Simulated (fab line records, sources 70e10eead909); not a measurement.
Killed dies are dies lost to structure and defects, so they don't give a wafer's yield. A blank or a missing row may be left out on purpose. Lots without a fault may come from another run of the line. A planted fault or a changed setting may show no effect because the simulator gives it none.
fab line records | flow nand_harc
record lots=7 wafers=21 last_day=32
route steps=1302 shown P_GATE@191
lots that met no fault: from a run of the same line without faults
start_h: hours from the record's first day to the start of the lot's first wafer shown | wait_h: hours since the lot's step before | " the same as in the row above | L1.1+2: a row that stands for several wafers | - no value, or no start given | * or withheld: withheld | < > ~ a bound
route shown NAME@n: a module of which the file shows steps, and the number in the route of the first | usual: mean/standard deviation of fault-free wafers | same: alike in all rows | chamber/n: place in a boat | sites: the reading at each site | _std_site: their standard deviation | _edge_site: outer sites' mean less inner sites' | radius_mm: how far each site lies from the wafer's centre | mask NAME#n: copy n | behind: the tool/chamber that last shaped the wafer | hold: why the lot was held/for how many hours/how that ended | device: the transistor (n, p or np) that didn't switch | end of line: the same wafers' tests at the end of the route | a step without rows: its recipe alone | killed: dies lost to structure and defects at the first sort, not the wafer's yield | map: a wafer's dies, x killed, . not, _ none there
set.NAME: the setting as run; set.NAME@STEP: as run at that earlier step | model.NAME: the simulator's own value behind a step, which no gauge read
lots at some steps of the route; a table a step, a row a wafer
services: from which hour (start_h, from the record's first day; less than 0 if before it) a tool's chamber was out of use, for how many hours, and why
## steps
# step NHARC_P_GATE_STRIP_63
# recipe time_s=900 temp_c=130 chemistry=SPM
# step NHARC_P_GATE_DEHYDRATE_83
# recipe temp_c=150 time_s=120
# step NHARC_P_GATE_HMDS_84
# recipe time_s=30
# step NHARC_P_GATE_COAT_85
# recipe spin_rpm=3000
# step NHARC_P_GATE_SOFTBAKE_86
# recipe temp_c=122 time_s=95
# step NHARC_P_GATE_EBR_87
# step NHARC_P_GATE_EXPOSE_88
# recipe na=0.6 target_cd_nm=2000 dose_mj=11.87 mask_id=P_HVN
# step NHARC_P_GATE_PEB_89
# recipe peb_temp_c=118 peb_time_s=85
# step NHARC_P_GATE_DEVELOP_90
# recipe time_s=70
# step NHARC_P_GATE_CD_MEAS_91
# recipe target_cd_nm=2000 landing_energy_ev=500
# usual cd_nm=2000.2/1.3
# columns lot.wafer tool chamber start_h wait_h cd_nm
L932.1 cd_sem-01 0 187.72 - 1998.7
L932.4 " 0 " " 1999.1
L932.5 " 0 " " 2000.7
L935.1 cd_sem-01 0 215.78 - 2001.4
L935.3 " 0 " " 2002.3
L935.5 " 0 " " 2004.0
L937.1 cd_sem-03 0 236.88 - 2000.9
L937.4 " 0 " " 2001.9
L937.6 " 0 " " 2000.0
L942.2 cd_sem-03 0 283.73 - 2000.1
L942.5 " 0 " " 1999.1
L942.6 " 0 " " 1999.1
L943.2 cd_sem-01 0 291.58 - 1999.4
L943.3 " 0 " " 2001.6
L943.4 " 0 " " 1999.8
L944.2 cd_sem-01 0 309.62 - 2000.6
L944.4 " 0 " " 2000.5
L944.6 " 0 " " 1999.8
L945.1 cd_sem-02 0 317.32 - 1997.7
L945.2 " 0 " " 1998.4
L945.6 " 0 " " 1998.9
# step NHARC_P_GATE_HARDBAKE_92
# recipe temp_c=125 time_s=80
# step NHARC_P_GATE_DESCUM_93
# recipe time_s=3 o2_flow_sccm=200 ar_flow_sccm=0 bias_power_w=0 chemistry=O2
# usual drypump_motor_current_A=5.8/0.44 oes_product_au=1.002/0.0078 rf_vpp_V=57.9/0.85 showerhead_plenum_p_Torr=1.92/0.074 throttle_valve_pct=11.312/0.009
# columns lot.wafer tool chamber start_h wait_h drypump_motor_current_A oes_product_au rf_hours_counter_h rf_vpp_V showerhead_plenum_p_Torr throttle_valve_pct
L932.4 rie_diel-13 1 187.89 - 5.8 1.004 0.8 58.2 2.02 11.304
L932.1 " 2 " " 6.3 1.012 1.3 57.3 2.00 11.315
L932.5 " 0 " " 5.9 1.005 - 58.6 1.91 11.294
L935.1 rie_diel-13 1 215.94 - 5.8 0.999 2.2 58.0 2.02 11.305
L935.3 " 2 " " 6.3 1.007 2.2 57.2 2.00 11.317
L935.5 " 1 " " 5.8 0.998 - 58.7 2.02 11.306
L937.1 rie_diel-13 3 237.05 - 5.1 1.021 3.6 58.6 1.85 11.333
L937.4 " 1 " " 5.8 0.994 3.3 58.2 2.02 11.297
L937.6 " 2 " " 6.3 1.021 - 59.0 2.00 11.316
L942.2 rie_diel-13 3 283.93 - 5.1 1.003 7.7 58.7 1.84 11.324
L942.6 " 0 " " 5.9 1.004 - 58.1 1.91 11.309
L942.5 " 1 " " 5.8 0.998 - 58.5 2.01 11.315
L943.2 rie_diel-09 0 291.74 - 6.0 1.003 4.5 55.8 1.80 11.308
L943.4 " 0 " " 6.0 0.992 - 57.0 1.80 11.323
L943.3 " 3 " " 5.6 0.990 - 56.3 1.98 11.314
L944.4 rie_diel-10 3 309.78 - 5.1 1.006 2.6 58.5 2.06 11.316
L944.2 " 0 " " 5.4 0.995 4.3 58.0 1.91 11.317
L944.6 " 0 " " 5.4 0.998 - 56.6 1.91 11.301
L945.2 rie_diel-13 2 317.48 - 6.3 0.998 9.8 58.5 2.00 11.299
L945.1 " 3 " " 5.1 0.999 9.0 56.5 1.84 11.306
L945.6 " 3 " " 5.1 1.000 - 58.4 1.84 11.320
# step NHARC_P_GATE_IMPLANT_94
# recipe energy_kev=60 dose_cm2=2e+15 tilt_deg=7
# usual beam_energy_keV=59.997/0.017 beam_on_s=22.8/1.5 tilt_deg=6.998/0.019
# columns lot.wafer tool chamber start_h wait_h beam_energy_keV beam_on_s tilt_deg
L932.1 implanter-01 0 188.02 0.1 59.988 21.5 6.998
L932.4 " 0 " " 60.010 21.5 7.028
L932.5 " 0 " " 60.003 21.1 7.007
L935.1 implanter-02 0 216.09 0.1 60.029 23.8 7.043
L935.3 " 0 " " 60.012 24.7 7.027
L935.5 " 0 " " 59.975 24.6 7.005
L937.1 implanter-01 0 237.18 0.1 59.996 21.8 7.009
L937.4 " 0 " " 60.042 21.6 6.999
L937.6 " 0 " " 60.012 21.2 7.000
L942.2 implanter-01 - 284.07 0.1 - - -
L942.5 " - " " - - -
L942.6 " - " " - - -
L943.2 implanter-02 - 291.99 0.2 - - -
L943.3 " - " " - - -
L943.4 " - " " - - -
L944.2 implanter-02 - 309.96 0.2 - - -
L944.4 " - " " - - -
L944.6 " - " " - - -
L945.1 implanter-01 0 317.62 0.1 60.036 22.0 6.977
L945.2 " 0 " " 60.016 21.1 6.967
L945.6 " 0 " " 60.044 20.8 6.988
# step NHARC_P_GATE_STRIP_113
# recipe power_w=1500 temp_c=110 time_s=740 chemistry=N2/H2
# usual drypump_motor_current_A=5.5/0.37 heater_power_w=89/14
# columns lot.wafer tool chamber start_h wait_h drypump_motor_current_A heater_power_w rf_hours_counter_h
L932.1 plasma_asher-02 1 188.37 0.3 6.1 86 34
L932.4 " 1 " " 6.1 85 -
L932.5 " 1 " " 6.1 85 -
L935.1 plasma_asher-02 1 216.31 0.2 6.1 86 39
L935.3 " 0 " " 5.2 110 -
L935.5 " 1 " " 6.1 85 -
L937.1 plasma_asher-01 0 237.41 0.2 5.1 78 10
L937.4 " 0 " " 5.1 79 -
L937.6 " 1 " " 5.7 76 -
L942.2 plasma_asher-02 0 284.41 0.3 5.3 119 8
L942.6 " 1 " " 6.0 87 -
L942.5 " 0 " " 5.3 117 -
L943.2 plasma_asher-02 0 292.17 0.2 5.2 117 9
L943.4 " 0 " " 5.3 118 -
L943.3 " 1 " " 6.0 86 -
L944.2 plasma_asher-01 1 310.15 0.2 5.6 78 23
L944.4 " 1 " " 5.6 78 -
L944.6 " 1 " " 5.7 78 -
L945.1 plasma_asher-01 1 317.84 0.2 5.7 78 25
L945.2 " 0 " " 5.1 80 25
L945.6 " 1 " " 5.7 77 -
## services
# columns tool chamber start_h hours kind
rie_diel-13 - 165.04 9.0 pm
rie_diel-13 0 165.04 9.0 vent_cycle
rie_diel-13 1 165.04 9.0 vent_cycle
rie_diel-13 2 165.04 9.0 vent_cycle
rie_diel-13 3 165.04 9.0 vent_cycle
plasma_asher-01 - 170.55 9.0 pm
rie_diel-13 0 174.04 - clean
rie_diel-13 1 174.04 - clean
rie_diel-13 2 174.04 - clean
rie_diel-13 3 174.04 - clean
rie_diel-10 1 196.41 7.7 repair
rie_diel-13 0 198.54 - clean
rie_diel-13 1 198.54 - clean
rie_diel-13 2 198.54 - clean
rie_diel-13 3 198.54 - clean
rie_diel-13 0 223.05 - clean
implanter-02 - 234.77 3.4 repair
rie_diel-09 0 234.83 13.7 repair
implanter-02 - 243.41 1.7 repair
rie_diel-10 - 243.62 9.0 pm
plasma_asher-02 - 249.23 9.0 pm
plasma_asher-01 - 281.59 2.3 repair
rie_diel-09 2 289.02 3.7 repair
rie_diel-09 1 289.32 8.3 repair
## key
first_sign step=NHARC_P_GATE_IMPLANT_94 reading=tool_record direction=missing
effect none on later readings
met_at NHARC_P_GATE_IMPLANT_94
struck_wafers L942.2,L942.5,L942.6,L943.2,L943.3,L943.4,L944.2,L944.4,L944.6
later_rows_left_out L942.2,L942.5,L942.6,L943.2,L943.3,L943.4,L944.2,L944.4,L944.6
sort_left_out L942.2,L942.5,L942.6,L943.2,L943.3,L943.4,L944.2,L944.4,L944.6
tester_left_out L942,L943,L944
onset_between 237.18 284.07
fault kind=skipped_step_whole tool=implanter-01,implanter-02 chamber=- onset_h=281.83 steps=NHARC_P_GATE_IMPLANT_94 scope=struck_lots_only
# tester_left_out: of these lots the tester's yield and bins aren't shown, on N5 and GAA mostly nor the transistor test; their killed dies are dies lost to structure and defects alone, not to doping, threshold or leakage, so they don't give the yield
# sort_left_out: the simulated sort isn't trusted on such a fault, so these wafers' sort isn't shown, and their yield isn't known
# later_rows_left_out: the simulator's readings of these wafers behind a module that went badly wrong aren't trusted and aren't shown, but for the sort
